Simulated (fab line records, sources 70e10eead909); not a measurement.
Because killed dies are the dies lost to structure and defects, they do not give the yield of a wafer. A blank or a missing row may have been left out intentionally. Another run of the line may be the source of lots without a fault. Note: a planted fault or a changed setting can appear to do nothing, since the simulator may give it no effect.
Matching of chambers	flow nand_harc	4 sister chambers for NHARC_A_CHANNEL_FILL_D1_ALD_25 on ald_hk-04
The step deposits SiOx, target thk 60 nm, pulse time 10 s, ald cycles 600. 18 wafers are shown with their chamber, then 9 later ones without.

WAFERS PAIRED WITH THEIR CHAMBERS
wafer	chamber	heater_power_outer_w (W)	heater_power_w (W)	precursor_pulse_height_rel
L077.3	0	253	449	1.022
L077.5	1	289	489	0.971
L077.6	2	216	419	1.037
L081.4	0	252	445	0.977
L081.3	3	258	435	1.028
L081.5	1	290	488	0.983
L083.1	3	263	424	0.994
L083.2	0	251	447	0.985
L083.3	1	301	489	1.009
L085.4	0	251	456	0.987
L085.5	0	245	453	1.014
L085.6	3	252	440	1.017
L086.2	0	254	454	1.011
L086.5	3	254	440	0.977
L086.6	2	223	415	1.009
L088.4	2	223	413	0.989
L088.3	1	295	496	1.004
L088.6	3	253	441	0.987

SIGNATURES (averages over the wafers above)
reading	chamber 0	chamber 1	chamber 2	chamber 3	scatter within a chamber
heater_power_outer_w	251.00	293.75	220.67	256.00	4.27
heater_power_w	450.67	490.50	415.67	436.00	5.04
precursor_pulse_height_rel	0.99933	0.99175	1.01167	1.00060	0.0201
Rule: for a wafer and a chamber, the distance is found by dividing, reading by reading, the gap between the wafer's reading and the chamber's mean by the reading's scatter, squaring, summing and taking the root. The wafer belongs to the nearest chamber; if the next one is less than 2 further off, it can't be placed. The scatter is the square root of a quotient: the sum, over the shown wafers, of each reading's squared deviation from its chamber's mean, divided by wafers minus chambers.

WAFERS MISSING THEIR CHAMBER
wafer	heater_power_outer_w (W)	heater_power_w (W)	precursor_pulse_height_rel
L091.1	259	440	0.992
L091.4	225	418	0.958
L091.6	251	446	1.031
L093.2	254	457	0.987
L093.3	227	420	0.999
L093.4	258	447	0.986
L097.3	253	437	1.009
L097.1	286	484	1.008
L097.5	257	466	1.002

THE CHAMBER EACH PASSED THROUGH
wafer	from the rows above	in truth
L091.1	can't be placed: 3 or 0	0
L091.4	2	2
L091.6	can't be placed: 0 or 3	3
L093.2	0	0
L093.3	2	2
L093.4	can't be placed: 0 or 3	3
L097.3	can't be placed: 3 or 0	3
L097.1	1	1
L097.5	0	0
Correctly placed: 5 of 9. From these rows, 4 cannot be placed; in 4 the true chamber is one of the candidates. Placed wrongly: 0.
